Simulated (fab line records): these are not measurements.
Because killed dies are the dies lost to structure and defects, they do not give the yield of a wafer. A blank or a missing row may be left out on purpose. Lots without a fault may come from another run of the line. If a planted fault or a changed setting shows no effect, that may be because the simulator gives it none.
Matching of chambers :: flow nandHarc :: rieDiel-10 running NHARC_A_CHANNEL_FILL_D1_ETCHBACK_20: 4 sister chambers
The step etches the open film in C4F8/O2/Ar, target depth 27 nm, time 13.5 s. 30 wafers are shown with their chamber, then 12 later ones without.

WAFERS, EACH WITH ITS CHAMBER
wafer: L077.2
chamber: 2
rfVppV (V): 975
oesProductAu (a.u.): 0.98

wafer: L077.3
chamber: 0
rfVppV (V): 970
oesProductAu (a.u.): 1.01

wafer: L077.4
chamber: 0
rfVppV (V): 970
oesProductAu (a.u.): 1.01

wafer: L078.1
chamber: 0
rfVppV (V): 970
oesProductAu (a.u.): 1.01

wafer: L078.2
chamber: 3
rfVppV (V): 984
oesProductAu (a.u.): 1.00

wafer: L078.3
chamber: 2
rfVppV (V): 976
oesProductAu (a.u.): 0.97

wafer: L078.4
chamber: 1
rfVppV (V): 987
oesProductAu (a.u.): 0.98

wafer: L078.5
chamber: 0
rfVppV (V): 968
oesProductAu (a.u.): 1.01

wafer: L078.6
chamber: 3
rfVppV (V): 984
oesProductAu (a.u.): 0.99

wafer: L080.1
chamber: 1
rfVppV (V): 985
oesProductAu (a.u.): 0.98

wafer: L080.2
chamber: 2
rfVppV (V): 975
oesProductAu (a.u.): 0.97

wafer: L080.3
chamber: 0
rfVppV (V): 969
oesProductAu (a.u.): 1.01

wafer: L082.2
chamber: 0
rfVppV (V): 970
oesProductAu (a.u.): 0.93

wafer: L082.4
chamber: 1
rfVppV (V): 986
oesProductAu (a.u.): 0.92

wafer: L082.5
chamber: 1
rfVppV (V): 985
oesProductAu (a.u.): 0.91

wafer: L082.1
chamber: 3
rfVppV (V): 984
oesProductAu (a.u.): 0.92

wafer: L082.3
chamber: 2
rfVppV (V): 975
oesProductAu (a.u.): 0.90

wafer: L082.6
chamber: 0
rfVppV (V): 970
oesProductAu (a.u.): 0.94

wafer: L083.1
chamber: 2
rfVppV (V): 974
oesProductAu (a.u.): 0.97

wafer: L083.3
chamber: 0
rfVppV (V): 971
oesProductAu (a.u.): 0.98

wafer: L083.5
chamber: 2
rfVppV (V): 976
oesProductAu (a.u.): 0.95

wafer: L083.2
chamber: 3
rfVppV (V): 983
oesProductAu (a.u.): 0.96

wafer: L083.4
chamber: 1
rfVppV (V): 987
oesProductAu (a.u.): 0.97

wafer: L083.6
chamber: 3
rfVppV (V): 986
oesProductAu (a.u.): 0.97

wafer: L085.1
chamber: 3
rfVppV (V): 984
oesProductAu (a.u.): 0.92

wafer: L085.2
chamber: 1
rfVppV (V): 986
oesProductAu (a.u.): 0.91

wafer: L085.4
chamber: 2
rfVppV (V): 976
oesProductAu (a.u.): 0.91

wafer: L087.3
chamber: 1
rfVppV (V): 986
oesProductAu (a.u.): 1.00

wafer: L087.5
chamber: 0
rfVppV (V): 968
oesProductAu (a.u.): 0.94

wafer: L087.6
chamber: 1
rfVppV (V): 988
oesProductAu (a.u.): 0.99

SIGNATURES, as means of the wafers listed above
reading: rfVppV
chamber 0: 969.56
chamber 1: 986.25
chamber 2: 975.29
chamber 3: 984.17
scatter within a chamber: 0.96

reading: oesProductAu
chamber 0: 0.9822
chamber 1: 0.9575
chamber 2: 0.9500
chamber 3: 0.9600
scatter within a chamber: 0.0351
Rule: distance of a wafer from a chamber = root of the sum over the readings of ((wafer's reading minus chamber's mean) / reading's scatter) squared. The wafer belongs to the nearest chamber; if the next one is less than 2 further off, it can't be placed. The scatter: take each reading less its chamber's mean, square it, sum over the shown wafers, divide by the number of wafers less the number of chambers, and take the root.

WAFERS WHOSE CHAMBER IS MISSING
wafer: L090.1
rfVppV (V): 986
oesProductAu (a.u.): 1.00

wafer: L090.2
rfVppV (V): 984
oesProductAu (a.u.): 0.92

wafer: L090.6
rfVppV (V): 984
oesProductAu (a.u.): 0.93

wafer: L091.2
rfVppV (V): 986
oesProductAu (a.u.): 0.93

wafer: L091.3
rfVppV (V): 970
oesProductAu (a.u.): 0.92

wafer: L091.4
rfVppV (V): 975
oesProductAu (a.u.): 0.92

wafer: L094.1
rfVppV (V): 986
oesProductAu (a.u.): 0.93

wafer: L094.2
rfVppV (V): 975
oesProductAu (a.u.): 0.92

wafer: L094.3
rfVppV (V): 984
oesProductAu (a.u.): 0.93

wafer: L093.3
rfVppV (V): 970
oesProductAu (a.u.): 0.93

wafer: L093.4
rfVppV (V): 974
oesProductAu (a.u.): 0.92

wafer: L093.5
rfVppV (V): 986
oesProductAu (a.u.): 0.91

THE CHAMBER EACH PASSED THROUGH
wafer: L090.1
from the rows above: can't be placed: 1 or 3
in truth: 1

wafer: L090.2
from the rows above: can't be placed: 3 or 1
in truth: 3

wafer: L090.6
from the rows above: can't be placed: 3 or 1
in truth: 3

wafer: L091.2
from the rows above: can't be placed: 1 or 3
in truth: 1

wafer: L091.3
from the rows above: 0
in truth: 0

wafer: L091.4
from the rows above: 2
in truth: 2

wafer: L094.1
from the rows above: can't be placed: 1 or 3
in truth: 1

wafer: L094.2
from the rows above: 2
in truth: 2

wafer: L094.3
from the rows above: can't be placed: 3 or 1
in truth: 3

wafer: L093.3
from the rows above: 0
in truth: 0

wafer: L093.4
from the rows above: 2
in truth: 2

wafer: L093.5
from the rows above: can't be placed: 1 or 3
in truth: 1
Correctly placed: 5 of 12. Can't be placed from these rows: 7 (the true chamber is among the candidates in 7). Number placed wrongly: 0.
